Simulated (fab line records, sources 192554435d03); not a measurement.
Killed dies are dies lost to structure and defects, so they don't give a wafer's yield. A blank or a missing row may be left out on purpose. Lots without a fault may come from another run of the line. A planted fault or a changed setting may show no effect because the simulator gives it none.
fab line records | flow n5_finfet
record lots=8 wafers=24 last_day=17
route steps=1938 shown BEOL_M4@1111 BEOL_M11@1558 PASSIVATION@1936
lots that met no fault: from a run of the same line without faults
start_h: hours from the record's first day to the start of the lot's first wafer shown | wait_h: hours since the lot's step before | " the same as in the row above | L1.1+2: a row that stands for several wafers | - no value, or no start given | * or withheld: withheld | < > ~ a bound
route shown NAME@n: a module of which the file shows steps, and the number in the route of the first | usual: mean/standard deviation of fault-free wafers | same: alike in all rows | chamber/n: place in a boat | sites: the reading at each site | _std_site: their standard deviation | _edge_site: outer sites' mean less inner sites' | radius_mm: how far each site lies from the wafer's centre | mask NAME#n: copy n | behind: the tool/chamber that last shaped the wafer | hold: why the lot was held/for how many hours/how that ended | device: the transistor (n, p or np) that didn't switch | end of line: the same wafers' tests at the end of the route | a step without rows: its recipe alone | killed: dies lost to structure and defects at the first sort, not the wafer's yield | map: a wafer's dies, x killed, . not, _ none there
set.NAME: the setting as run; set.NAME@STEP: as run at that earlier step | model.NAME: the simulator's own value behind a step, which no gauge read
steps of the route over a sample of lots; a table a step, a row a wafer
services: from which hour (start_h, from the record's first day; less than 0 if before it) a tool's chamber was out of use, for how many hours, and why
## steps
# step N5_BEOL_M4_RC_MEAS_101
# usual DIBL_N=36.4/1.4 DIBL_P=36.3/1.5 IOFF_N=0.162/0.023 IOFF_P=0.211/0.027 ION_N=676/9.7 ION_P=463/6.4 SS_N=71.5/0.5 SS_P=73.3/0.6 VT_N=249.3/2.5 VT_P=-249.9/2.8
# columns lot.wafer tool chamber start_h wait_h DIBL_N[mV/V] DIBL_P[mV/V] IOFF_N[nA/um] IOFF_P[nA/um] ION_N[uA/um] ION_P[uA/um] SS_N[mV/dec] SS_P[mV/dec] VT_N[mV] VT_P[mV]
L795.4 prober-01 0 212.91 0.5 33.7 33.6 0.121 0.176 664 462 70.7 72.0 253.4 -253.6
L795.5 " 0 " " 36.4 36.3 0.162 0.223 671 461 70.9 72.7 249.2 -250.1
L795.6 " 0 " " 37.4 38.2 0.174 0.237 670 458 71.6 73.3 249.3 -247.8
L796.2 prober-01 0 217.96 0.2 36.1 37.9 0.168 0.210 679 464 71.3 74.0 247.3 -248.0
L796.3 " 0 " " 35.1 36.0 0.144 0.177 674 458 71.2 73.6 250.4 -253.1
L796.6 " 0 " " 34.5 35.8 0.128 0.178 660 460 71.1 73.0 252.3 -252.5
L797.1 prober-02 0 226.78 0.0 35.5 36.8 0.164 0.225 658 457 71.6 72.9 248.2 -250.1
L797.2 " 0 " " 34.9 34.7 0.145 0.190 661 456 71.4 72.5 249.2 -251.2
L797.4 " 0 " " 36.8 38.0 0.188 0.240 677 466 72.1 72.9 245.8 -249.5
L799.2 prober-01 0 236.50 0.2 35.7 34.9 0.142 0.204 672 468 71.3 72.5 249.4 -246.3
L799.3 " 0 " " 36.9 36.0 0.154 0.207 660 459 71.2 73.3 246.6 -248.5
L799.4 " 0 " " 37.6 35.8 0.162 0.207 661 452 72.1 72.9 251.6 -247.9
L806.1 prober-02 0 269.98 0.0 40.7 39.0 0.230 0.267 675 460 72.9 74.4 247.4 -248.4
L806.4 " 0 " " 37.8 36.8 0.179 0.214 682 466 71.9 74.1 247.4 -249.9
L806.6 " 0 " " 38.3 36.3 0.175 0.209 669 454 72.8 73.3 249.5 -248.8
L804.2 prober-02 0 272.06 0.2 36.4 35.6 0.141 0.203 683 470 71.8 73.0 250.3 -251.5
L804.5 " 0 " " 38.5 38.1 0.177 0.247 692 472 71.7 73.6 246.2 -246.2
L804.6 " 0 " " 36.7 36.1 0.150 0.213 676 467 72.1 72.8 248.3 -247.7
L807.3 prober-02 0 292.67 0.3 35.7 35.6 0.161 0.188 681 458 72.2 73.8 249.8 -252.5
L807.4 " 0 " " 36.4 37.2 0.173 0.212 675 457 71.8 74.8 248.5 -249.4
L807.6 " 0 " " 36.1 36.2 0.163 0.193 689 462 71.4 73.2 250.0 -252.2
L810.2 prober-01 0 296.27 0.2 36.9 36.1 0.163 0.192 676 459 71.7 73.5 249.4 -251.9
L810.4 " 0 " " 40.8 42.2 0.254 0.309 706 473 72.2 75.0 244.1 -243.8
L810.5 " 0 " " 38.4 38.3 0.188 0.240 699 472 71.9 74.3 248.1 -250.8
# step N5_BEOL_M11_STRIP_19
# recipe chemistry=O2 power_w=400 temp_c=40 pressure_mtorr=30 rf_frequency_hz=6e+07 bias_power_w=0 overash_fraction=0.2 o2_flow_sccm=225
# usual drypump_motor_current_A=5.8/0.4 oes_product_au=0.80/0.067 rf_vpp_V=3.6/0.64 showerhead_plenum_p_Torr=2.10/0.05 throttle_valve_pct=16.59/0.21
# columns lot.wafer tool chamber start_h wait_h drypump_motor_current_A oes_product_au rf_hours_counter_h rf_vpp_V showerhead_plenum_p_Torr throttle_valve_pct
L795.4 rie_diel-03 1 276.77 0.1 6.2 0.72 - 3.2 2.18 16.70
L795.5 " 0 " " 6.2 0.76 - 3.0 2.01 16.47
L795.6 " 3 " " 6.2 0.84 - 3.8 2.14 16.58
L796.2 rie_diel-03 0 279.55 0.2 6.2 0.76 158 4.5 2.01 16.46
L796.3 " 3 " " 6.2 0.85 70 4.3 2.13 16.57
L796.6 " 1 " " 6.1 0.72 - 4.4 2.18 16.72
L797.1 rie_diel-03 2 283.94 0.6 5.5 0.72 167 4.0 2.09 16.65
L797.2 " 1 " " 6.1 0.71 189 2.5 2.18 16.73
L797.4 " 3 " " 6.3 0.84 72 4.3 2.13 16.60
L799.2 rie_diel-03 0 292.96 0.5 6.2 0.76 164 3.6 2.01 16.48
L799.3 " 3 " " 6.2 0.84 76 3.6 2.13 16.58
L799.4 " 2 " " 5.4 0.72 171 3.2 2.09 16.66
L806.1 rie_diel-01 2 327.05 0.2 5.7 0.78 107 3.4 2.03 16.48
L806.4 " 1 " " 5.7 0.80 124 2.8 2.11 16.70
L806.6 " 2 " " 5.7 0.79 - 4.1 2.03 16.47
L804.2 rie_diel-01 3 327.67 0.2 5.1 0.88 48 5.1 2.12 16.38
L804.5 " 2 " " 5.7 0.78 - 4.1 2.03 16.46
L804.6 " 1 " " 5.7 0.79 - 5.3 2.11 16.69
L810.2 rie_diel-05 0 355.15 0.1 5.7 0.92 17 3.9 2.07 16.66
L810.4 " 1 " " 6.3 0.76 - 4.2 2.11 17.03
L810.5 " 2 " " 5.0 0.83 - 3.4 2.13 16.16
L807.3 rie_diel-05 2 356.36 0.1 5.0 0.84 66 3.0 2.13 16.17
L807.4 " 2 " " 5.0 0.83 - 3.9 2.13 16.16
L807.6 " 1 " " 6.2 0.75 - 2.8 2.10 17.04
# step N5_BEOL_M11_CD_MEAS_28
# recipe target_cd_nm=70 landing_energy_ev=500 detector=se_inlens polarity=opening
# usual cd_nm=69.7/0.83
# columns lot.wafer tool chamber start_h wait_h cd_nm
L795.4 cd_sem-01 0 277.40 - 69.4
L795.5 " 0 " " 70.3
L795.6 " 0 " " 69.4
L796.2 cd_sem-01 0 279.91 - 70.3
L796.3 " 0 " " 68.9
L796.6 " 0 " " 70.0
L797.1 cd_sem-02 0 284.30 - 68.3
L797.2 " 0 " " 68.0
L797.4 " 0 " " 68.8
L799.2 cd_sem-02 0 293.64 - 71.0
L799.3 " 0 " " 69.8
L799.4 " 0 " " 69.5
L806.1 cd_sem-03 0 327.45 - 68.9
L806.4 " 0 " " 69.8
L806.6 " 0 " " 70.8
L804.2 cd_sem-01 0 328.19 - 70.3
L804.5 " 0 " " 69.3
L804.6 " 0 " " 69.8
L810.2 cd_sem-01 0 357.42 - 68.5
L810.4 " 0 " " 68.2
L810.5 " 0 " " 69.5
L807.3 cd_sem-01 0 357.93 - 68.6
L807.4 " 0 " " 69.9
L807.6 " 0 " " 67.9
# step N5_BEOL_M11_CD_MEAS_35
# recipe target_cd_nm=70 polarity=opening
# usual cd_nm=70.0/0.53
# columns lot.wafer tool chamber start_h wait_h cd_nm
L795.4 cd_sem-03 - 278.40 0.0 70.5
L795.5 " - " " 69.4
L795.6 " - " " 69.5
L796.2 cd_sem-01 - 281.55 0.0 69.6
L796.3 " - " " 70.1
L796.6 " - " " 69.5
L797.1 cd_sem-01 - 285.85 0.0 70.3
L797.2 " - " " 70.8
L797.4 " - " " 70.4
L799.2 cd_sem-02 - 295.08 0.0 70.1
L799.3 " - " " 69.6
L799.4 " - " " 69.7
L806.1 cd_sem-01 - 328.38 0.0 69.7
L806.4 " - " " 70.0
L806.6 " - " " 69.8
L804.2 cd_sem-03 - 328.99 0.0 69.5
L804.5 " - " " 69.6
L804.6 " - " " 69.8
L810.2 cd_sem-02 - 358.16 0.0 69.1
L810.4 " - " " 69.4
L810.5 " - " " 69.4
L807.3 cd_sem-02 - 358.69 0.0 70.2
L807.4 " - " " 69.9
L807.6 " - " " 70.7
# step N5_BEOL_M11_CMP_52
# recipe stop_on=SiCOH_lowk t_overpolish_s=7 down_force_psi=1 platen_rpm=50 clearing_platen_down_force_psi=1.5 clearing_platen_rpm=50 post_cmp_clean=cu_alkaline target_thk_nm=140 clearing_platen_pad_velocity_m_s=0.99484 pad_velocity_m_s=0.99484
# usual barrier_field_endpoint_s=29.1/0.74 clearing_platen_down_force_psi=1.4993/0.0028 motor_current_A=6.0/0.37 overpolish_run_s=6.999/0.0087 platen_rpm=50.01/0.033 time_to_endpoint_s=66.4/2.2
# columns lot.wafer tool chamber start_h wait_h barrier_field_endpoint_s clearing_platen_down_force_psi motor_current_A overpolish_run_s platen_rpm time_to_endpoint_s
L795.4 cmp-04 1 280.37 0.2 - - - - - -
L795.5 " 3 " " - - - - - -
L795.6 " 0 " " - - - - - -
L796.2 cmp-03 3 284.68 0.2 - - - - - -
L796.3 " 1 " " - - - - - -
L796.6 " 3 " " - - - - - -
L797.2 cmp-04 1 288.24 0.2 - - - - - -
L797.1 " 2 " " - - - - - -
L797.4 " 3 " " - - - - - -
L799.4 cmp-04 1 296.74 0.1 29.7 1.4973 6.0 7.002 49.99 67.2
L799.3 " 3 " " 27.9 1.5040 6.2 6.998 49.99 62.8
L799.2 " 0 " " 29.7 1.5040 5.6 6.999 50.02 67.6
L806.1 cmp-04 1 330.21 0.3 29.4 1.5004 5.9 6.992 50.01 64.5
L806.4 " 2 " " 29.4 1.4944 6.2 7.016 49.97 65.1
L806.6 " 1 " " 28.8 1.4963 6.1 7.004 50.02 62.1
L804.2 cmp-03 3 330.95 0.2 30.4 1.5031 6.0 6.990 50.02 67.4
L804.6 " 2 " " 30.4 1.5040 5.9 7.007 50.00 68.4
L804.5 " 3 " " 31.4 1.5016 5.9 7.002 49.99 70.6
L810.2 cmp-04 0 360.21 0.2 29.2 1.4979 5.5 6.996 49.97 67.3
L810.4 " 3 " " 29.1 1.4988 6.1 6.986 50.04 66.0
L810.5 " 1 " " 29.3 1.5019 5.9 7.008 50.03 66.7
L807.4 cmp-04 0 361.24 0.2 29.8 1.5017 5.8 7.005 49.96 65.4
L807.3 " 1 " " 28.9 1.4978 6.1 7.006 49.99 65.2
L807.6 " 3 " " 28.4 1.5027 6.2 6.998 50.05 62.0
# step N5_BEOL_M11_THK_MEAS_53
# recipe thk_meas_gauge=xrf reads=Cu_of_BEOL_M11_ECD_50
# usual M11_THK=142.5/2.5
# columns lot.wafer tool chamber start_h wait_h M11_THK[nm]
L795.4 film_metro-02 - 280.59 0.2 321.6
L795.5 " - " " 320.4
L795.6 " - " " 320.0
L796.2 film_metro-01 - 284.93 0.2 323.6
L796.3 " - " " 330.7
L796.6 " - " " 329.5
L797.1 film_metro-01 - 288.54 0.2 338.1
L797.2 " - " " 334.7
L797.4 " - " " 332.4
L799.2 film_metro-02 - 297.03 - 141.0
L799.3 " - " " 144.9
L799.4 " - " " 143.4
L806.1 film_metro-01 - 330.52 0.3 146.4
L806.4 " - " " 141.9
L806.6 " - " " 146.0
L804.2 film_metro-01 - 331.20 - 148.7
L804.5 " - " " 144.4
L804.6 " - " " 141.8
L810.2 film_metro-01 - 360.51 - 139.0
L810.4 " - " " 142.5
L810.5 " - " " 137.9
L807.3 film_metro-02 - 361.50 - 141.5
L807.4 " - " " 145.6
L807.6 " - " " 144.6
# step N5_BEOL_M11_RS_MEAS_57
# recipe thk_meas_gauge=four-point-probe reads=Cu_of_BEOL_M11_ECD_50+Co_of_BEOL_M11_CVD_75+TaN_of_BEOL_M11_ALD_74
# usual M11_RS=0.1518/0.0025
# columns lot.wafer tool chamber start_h wait_h M11_RS[ohm/sq]
L795.4 film_metro-01 - 280.71 0.0 0.0608
L795.5 " - " " 0.0608
L795.6 " - " " 0.0610
L796.2 film_metro-02 - 285.06 0.0 0.0603
L796.3 " - " " 0.0592
L796.6 " - " " 0.0593
L797.1 film_metro-01 - 288.66 0.0 0.0587
L797.2 " - " " 0.0592
L797.4 " - " " 0.0599
L799.2 film_metro-02 - 297.16 0.0 0.1519
L799.3 " - " " 0.1468
L799.4 " - " " 0.1494
L806.1 film_metro-01 - 330.65 0.0 0.1477
L806.4 " - " " 0.1527
L806.6 " - " " 0.1480
L804.2 film_metro-02 - 331.33 0.0 0.1465
L804.5 " - " " 0.1517
L804.6 " - " " 0.1544
L810.2 film_metro-01 - 360.63 0.0 0.1565
L810.4 " - " " 0.1528
L810.5 " - " " 0.1573
L807.3 film_metro-02 - 361.62 0.0 0.1547
L807.4 " - " " 0.1491
L807.6 " - " " 0.1512
# step N5_BEOL_M11_INSPECT_58
# recipe inspect_instrument=darkfield mode=post_dep
# usual raw_defect_count=60/20
# columns lot.wafer tool chamber start_h wait_h raw_defect_count
L795.4 defect_inspect-01 - 280.74 0.0 1121
L795.5 " - " " 1099
L795.6 " - " " 1143
L796.2 defect_inspect-02 - 285.08 0.0 1131
L796.3 " - " " 1129
L796.6 " - " " 1143
L797.1 defect_inspect-01 - 288.69 0.0 1104
L797.2 " - " " 1134
L797.4 " - " " 1062
L799.2 defect_inspect-01 - 297.18 0.0 65
L799.3 " - " " 57
L799.4 " - " " 83
L806.1 defect_inspect-01 - 330.67 0.0 54
L806.4 " - " " 42
L806.6 " - " " 42
L804.2 defect_inspect-01 - 331.36 0.0 50
L804.5 " - " " 56
L804.6 " - " " 53
L810.2 defect_inspect-01 - 360.66 0.0 62
L810.4 " - " " 101
L810.5 " - " " 59
L807.3 defect_inspect-01 - 361.65 0.0 40
L807.4 " - " " 32
L807.6 " - " " 58
# step N5_PASSIVATION_PROBE_49
# usual defect_limited_yield=91.3/1.3 killed_at_M0_to_M3=33/8.9 killed_at_M4_up=15/5.4 killed_at_contacts=13/5.8 killed_at_front_end=39/9.9 killed_at_other=3.2/2.9 killed_dies=102/15 killed_on_rim=13/3.7 killed_open=68/12 killed_short=34/7.6 sort_bin_4_leakage=0.00/0.007 sort_bin_5_function=5.1/0.89 sort_bin_6_memory=3.2/0.63 sort_n_pass=1078/15 sort_yield_pct=91.3/1.3
# same gross_dies=1180 killed_at_back_side=0 sort_bin_8_speed[%]=0
# columns lot.wafer tool chamber start_h wait_h defect_limited_yield[%] killed_at_M0_to_M3 killed_at_M4_up killed_at_contacts killed_at_front_end killed_at_other killed_dies killed_on_rim killed_open killed_short sort_bin_4_leakage[%] sort_bin_5_function[%] sort_bin_6_memory[%] sort_n_pass sort_yield_pct[%]
L795.4 prober-01 - 318.07 0.2 0 39 1086 12 38 5 1180 152 55 47 0 4.7 3.3 0 0
L795.5 prober-01 - 318.12 0.2 0 36 1079 16 45 4 1180 152 79 35 0 5.2 4.2 0 0
L795.6 prober-01 - 318.17 0.3 0 24 1091 16 46 3 1180 152 69 32 0 4.6 3.6 0 0
L796.2 prober-01 - 324.75 0.1 0 29 1103 12 36 0 1180 152 54 33 0 5.1 2.2 0 0
L796.3 prober-01 - 324.80 0.1 0 25 1120 4 29 2 1180 152 42 24 0 3.8 1.8 0 0
L796.6 prober-01 - 324.95 0.3 0 24 1104 20 28 4 1180 152 55 27 0 4.5 2.3 0 0
L797.1 prober-01 - 331.56 0.0 0 31 1072 13 59 5 1180 152 86 36 0 6.7 3.1 0 0
L797.2 prober-01 - 331.61 0.1 0 26 1109 3 40 2 1180 152 54 38 0 4.0 3.5 0 0
L797.4 prober-01 - 331.71 0.2 0 39 1082 13 45 1 1180 152 82 34 0 5.5 4.1 0 0
L799.2 prober-01 - 336.70 0.1 92.5 18 19 7 36 8 88 8 60 27 0 4.2 3.1 1092 92.5
L799.3 prober-01 - 336.75 0.1 92.1 29 8 14 31 11 93 11 57 36 0 4.4 3.1 1087 92.1
L799.4 prober-01 - 336.80 0.2 89.5 27 28 8 55 6 124 15 85 36 0 6.5 3.7 1056 89.5
L806.1 prober-01 - 369.10 0.0 91.9 34 10 10 32 9 95 13 54 40 0 4.7 3.0 1085 91.9
L806.4 prober-01 - 369.25 0.2 91.9 29 9 17 40 1 96 6 59 36 0 4.7 3.1 1084 91.9
L806.6 prober-01 - 369.35 0.3 91.8 50 9 17 21 0 97 14 66 29 0 4.7 3.2 1083 91.8
L804.2 prober-02 - 374.12 0.1 91.8 30 16 13 35 3 97 11 63 33 0 5.1 3.1 1083 91.8
L804.5 prober-02 - 374.27 0.2 91.7 20 13 16 44 5 98 15 69 28 0 5.3 2.7 1082 91.7
L804.6 prober-02 - 374.32 0.3 90.6 28 14 18 46 5 111 13 76 32 0 5.0 4.1 1069 90.6
L810.2 prober-02 - 402.13 0.1 90.5 25 13 20 50 4 112 10 73 39 0 5.6 3.5 1068 90.5
L810.4 prober-02 - 402.23 0.2 90.2 42 7 25 41 1 116 17 75 41 0.08 6.1 3.5 1063 90.1
L810.5 prober-02 - 402.28 0.2 90.3 38 10 23 41 3 115 21 82 33 0 5.8 3.6 1065 90.3
L807.3 prober-01 - 402.58 0.1 92.1 15 12 21 41 4 93 14 59 33 0 4.8 2.6 1087 92.1
L807.4 prober-01 - 402.63 0.2 90.3 41 12 16 41 5 115 14 77 37 0 5.9 3.3 1065 90.3
L807.6 prober-01 - 402.73 0.3 91.4 27 11 22 37 4 101 15 78 21 0 4.8 3.4 1079 91.4
# killed by level:class
L795.4 BEOL_M11:area_cmp=1078 BEOL_M0_SAQP:geometric_particle:short=13 FIN_SAQP:geometric_particle:short=9 BEOL_M0_SAQP:geometric_particle:open=9 FIN_SAQP:geometric_particle:open=8 MOL_CONTACT_COAG:geometric_particle:short=6 MOL_CONTACT_COAG:geometric_particle:open=6 STI_FIN_REVEAL:geometric_particle:open=4
L795.5 BEOL_M11:area_cmp=1066 BEOL_M0_SAQP:geometric_particle:open=14 MOL_CONTACT_COAG:geometric_particle:open=12 FIN_SAQP:geometric_particle:open=9 STI_FIN_REVEAL:geometric_particle:open=9 BEOL_M4:geometric_particle:open=8 BEOL_M2:geometric_particle:open=8 GATE_CUT:geometric_particle:short=7
L795.6 BEOL_M11:area_cmp=1079 MOL_CONTACT_COAG:geometric_particle:open=13 FIN_SAQP:geometric_particle:short=12 FIN_SAQP:geometric_particle:open=11 BEOL_M0_SAQP:geometric_particle:open=8 STI_FIN_REVEAL:geometric_particle:open=7 BEOL_M2:geometric_particle:open=6 BEOL_M4:geometric_particle:open=4
L796.2 BEOL_M11:area_cmp=1092 STI_FIN_REVEAL:geometric_particle:open=10 MOL_CONTACT_COAG:geometric_particle:open=8 BEOL_M0_SAQP:geometric_particle:short=8 BEOL_M2:geometric_particle:open=6 FIN_SAQP:geometric_particle:short=5 STI_FIN_REVEAL:geometric_particle:short=5 MOL_CONTACT_COAG:geometric_particle:short=4
L796.3 BEOL_M11:area_cmp=1114 STI_FIN_REVEAL:geometric_particle:open=8 BEOL_M3:geometric_particle:open=7 FIN_SAQP:geometric_particle:short=6 BEOL_M2:geometric_particle:open=6 BEOL_M0_SAQP:geometric_particle:short=5 BEOL_M0_SAQP:geometric_particle:open=4 FIN_SAQP:geometric_particle:open=3
L796.6 BEOL_M11:area_cmp=1097 MOL_CONTACT_COAG:geometric_particle:open=12 MOL_CONTACT_COAG:geometric_particle:short=8 BEOL_M1:geometric_particle:open=8 BEOL_M2:geometric_particle:open=7 FIN_SAQP:geometric_particle:open=5 STI_FIN_REVEAL:geometric_particle:short=4 STI_FIN_REVEAL:geometric_particle:open=4
L797.1 BEOL_M11:area_cmp=1058 STI_FIN_REVEAL:geometric_particle:open=15 MOL_CONTACT_COAG:geometric_particle:open=11 FIN_SAQP:geometric_particle:short=10 FIN_SAQP:geometric_particle:open=9 DUMMY_GATE:geometric_particle:open=9 BEOL_M2:geometric_particle:open=8 BEOL_M4:geometric_particle:open=8
L797.2 BEOL_M11:area_cmp=1088 BEOL_M4:geometric_particle:open=7 DUMMY_GATE:geometric_particle:open=6 BEOL_M0:geometric_particle:open=6 FIN_SAQP:geometric_particle:short=5 STI_FIN_REVEAL:geometric_particle:open=5 GATE_CUT:geometric_particle:short=5 FIN_SAQP:geometric_particle:open=4
L797.4 BEOL_M11:area_cmp=1064 BEOL_M3:geometric_particle:open=13 STI_FIN_REVEAL:geometric_particle:open=9 FIN_SAQP:geometric_particle:short=8 MOL_CONTACT_COAG:geometric_particle:open=8 BEOL_M4:geometric_particle:open=8 FIN_SAQP:geometric_particle:open=6 GATE_CUT:geometric_particle:short=5
L799.2 FIN_SAQP:geometric_particle:open=15 FIN_SAQP:geometric_particle:short=11 BEOL_M4:geometric_particle:open=10 MOL_CONTACT_COAG:geometric_particle:open=7 DUMMY_GATE:geometric_particle:open=5 BEOL_M2:geometric_particle:open=5 BEOL_M3:geometric_particle:open=4 PAD_METAL:geometric_particle:short=4
L799.3 FIN_SAQP:geometric_particle:short=12 MOL_CONTACT_COAG:geometric_particle:open=11 BEOL_M3:geometric_particle:open=8 PAD_METAL:geometric_particle:short=6 BEOL_M0_SAQP:geometric_particle:open=5 BEOL_M1:geometric_particle:open=5 FIN_SAQP:geometric_particle:open=4 BEOL_M0_SAQP:geometric_particle:short=4
L799.4 BEOL_M4:geometric_particle:open=19 FIN_SAQP:geometric_particle:open=17 FIN_SAQP:geometric_particle:short=14 BEOL_M3:geometric_particle:open=13 STI_FIN_REVEAL:geometric_particle:open=10 MOL_CONTACT_COAG:geometric_particle:open=5 BEOL_M3:geometric_particle:short=5 BEOL_M5:geometric_particle:open=4
L806.1 BEOL_M3:geometric_particle:open=13 MOL_CONTACT_COAG:geometric_particle:open=9 FIN_SAQP:geometric_particle:short=7 BEOL_M0_SAQP:geometric_particle:short=5 DUMMY_GATE:geometric_particle:open=4 BEOL_M0_SAQP:geometric_particle:open=4 MIM_TOP_ETCH:geometric_particle:short=4 FIN_SAQP:geometric_particle:open=3
L806.4 FIN_SAQP:geometric_particle:open=13 MOL_CONTACT_COAG:geometric_particle:open=10 FIN_SAQP:geometric_particle:short=7 MOL_CONTACT_COAG:geometric_particle:short=7 BEOL_M0_SAQP:geometric_particle:short=7 BEOL_M2:geometric_particle:open=7 ILD0:geometric_particle:open=5 STI_FIN_REVEAL:geometric_particle:open=4
L806.6 BEOL_M0_SAQP:geometric_particle:open=15 BEOL_M3:geometric_particle:open=13 MOL_CONTACT_COAG:geometric_particle:open=13 BEOL_M0_SAQP:geometric_particle:short=7 FIN_SAQP:geometric_particle:open=5 BEOL_M3:geometric_particle:short=5 MOL_CONTACT_COAG:geometric_particle:short=4 FIN_SAQP:geometric_particle:short=3
L804.2 MOL_CONTACT_COAG:geometric_particle:open=9 BEOL_M0_SAQP:geometric_particle:short=9 STI_FIN_REVEAL:geometric_particle:open=8 BEOL_M4:geometric_particle:open=8 BEOL_M3:geometric_particle:open=8 DUMMY_GATE:geometric_particle:open=7 FIN_SAQP:geometric_particle:short=5 MOL_CONTACT_COAG:geometric_particle:short=4
L804.5 STI_FIN_REVEAL:geometric_particle:open=14 MOL_CONTACT_COAG:geometric_particle:open=13 FIN_SAQP:geometric_particle:open=10 BEOL_M4:geometric_particle:open=8 STI_FIN_REVEAL:geometric_particle:short=6 BEOL_M3:geometric_particle:open=5 FIN_SAQP:geometric_particle:short=4 BEOL_M0_SAQP:geometric_particle:short=4
L804.6 STI_FIN_REVEAL:geometric_particle:open=16 MOL_CONTACT_COAG:geometric_particle:open=13 BEOL_M0_SAQP:geometric_particle:open=9 DUMMY_GATE:geometric_particle:open=7 BEOL_M0_SAQP:geometric_particle:short=6 STARTING-WAFER:geometric_particle:open=5 MOL_CONTACT_COAG:geometric_particle:short=5 BEOL_M3:geometric_particle:open=5
L810.2 MOL_CONTACT_COAG:geometric_particle:open=16 FIN_SAQP:geometric_particle:open=9 FIN_SAQP:geometric_particle:short=9 STI_FIN_REVEAL:geometric_particle:open=8 BEOL_M0_SAQP:geometric_particle:open=6 BEOL_M1:geometric_particle:short=6 BEOL_M5:geometric_particle:open=6 DUMMY_GATE:geometric_particle:open=5
L810.4 MOL_CONTACT_COAG:geometric_particle:open=20 BEOL_M0_SAQP:geometric_particle:open=13 STI_FIN_REVEAL:geometric_particle:open=12 BEOL_M0_SAQP:geometric_particle:short=8 BEOL_M2:geometric_particle:short=7 FIN_SAQP:geometric_particle:short=5 FIN_SAQP:geometric_particle:open=5 MOL_CONTACT_COAG:geometric_particle:short=5
L810.5 MOL_CONTACT_COAG:geometric_particle:open=22 STI_FIN_REVEAL:geometric_particle:open=15 BEOL_M0_SAQP:geometric_particle:short=9 BEOL_M0_SAQP:geometric_particle:open=9 BEOL_M1:geometric_particle:open=6 STI_FIN_REVEAL:geometric_particle:short=5 DUMMY_GATE:geometric_particle:open=5 BEOL_M1:geometric_particle:short=5
L807.3 MOL_CONTACT_COAG:geometric_particle:open=18 FIN_SAQP:geometric_particle:open=13 FIN_SAQP:geometric_particle:short=6 STI_FIN_REVEAL:geometric_particle:open=6 BEOL_M4:geometric_particle:open=6 BEOL_M2:geometric_particle:open=4 BEOL_M4:geometric_particle:short=4 GATE_CUT:geometric_particle:short=3
L807.4 MOL_CONTACT_COAG:geometric_particle:open=15 BEOL_M2:geometric_particle:open=13 BEOL_M0_SAQP:geometric_particle:short=10 FIN_SAQP:geometric_particle:open=8 STI_FIN_REVEAL:geometric_particle:open=8 FIN_SAQP:geometric_particle:short=7 DUMMY_GATE:geometric_particle:open=7 BEOL_M0_SAQP:geometric_particle:open=7
L807.6 MOL_CONTACT_COAG:geometric_particle:open=22 FIN_SAQP:geometric_particle:open=11 BEOL_M4:geometric_particle:open=7 STI_FIN_REVEAL:geometric_particle:open=6 BEOL_M0_SAQP:geometric_particle:open=6 STARTING-WAFER:geometric_particle:open=5 BEOL_M0:geometric_particle:open=4 BEOL_M3:geometric_particle:open=4
## services
# columns tool chamber start_h hours kind
rie_diel-05 - 255.94 4.4 repair
rie_diel-03 3 261.12 1.6 repair
rie_diel-05 0 261.54 - clean
rie_diel-05 0 261.54 - consumable_replace:focus_ring
rie_diel-05 - 265.35 34.4 repair
cmp-04 - 276.82 1.1 repair
cmp-03 - 346.73 4.0 pm
rie_diel-03 1 349.49 7.0 repair
cmp-03 - 350.73 - consumable_replace:conditioner
cmp-03 - 350.73 - consumable_replace:pad
rie_diel-05 3 353.07 7.0 repair
cmp-03 - 358.81 4.6 pm
## key
first_sign step=N5_BEOL_M11_CMP_52 reading=tool_record direction=missing
effect step=N5_BEOL_M11_THK_MEAS_53 reading=M11_THK direction=up sigmas=75 usual=142.5 struck=327.9
effect step=N5_BEOL_M11_RS_MEAS_57 reading=M11_RS direction=down sigmas=36 usual=0.1518 struck=0.0599
effect step=N5_BEOL_M11_INSPECT_58 reading=raw_defect_count direction=up sigmas=54 usual=60 struck=1118
effect step=N5_PASSIVATION_PROBE_49 reading=killed_at_M4_up direction=up sigmas=99+ usual=15 struck=1094
more_kills_born_at N5_BEOL_M11_CMP_52@cmp-04=6433 N5_BEOL_M11_CMP_52@cmp-03=3303
met_at N5_BEOL_M11_CMP_52
struck_lots L795,L796,L797
later_rows_left_out L795.4,L795.5,L795.6,L796.2,L796.3,L796.6,L797.1,L797.2,L797.4
not_acting_at N5_BEOL_M11_STRIP_19,N5_BEOL_M11_CD_MEAS_28,N5_BEOL_M11_CD_MEAS_35
fault kind=skipped_step_whole tool=cmp-03,cmp-04 chamber=- onset_h=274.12 steps=N5_BEOL_M11_CMP_52 scope=struck_lots_only
# later_rows_left_out: the simulator's readings of these wafers behind a module that went badly wrong aren't trusted and aren't shown, but for the sort
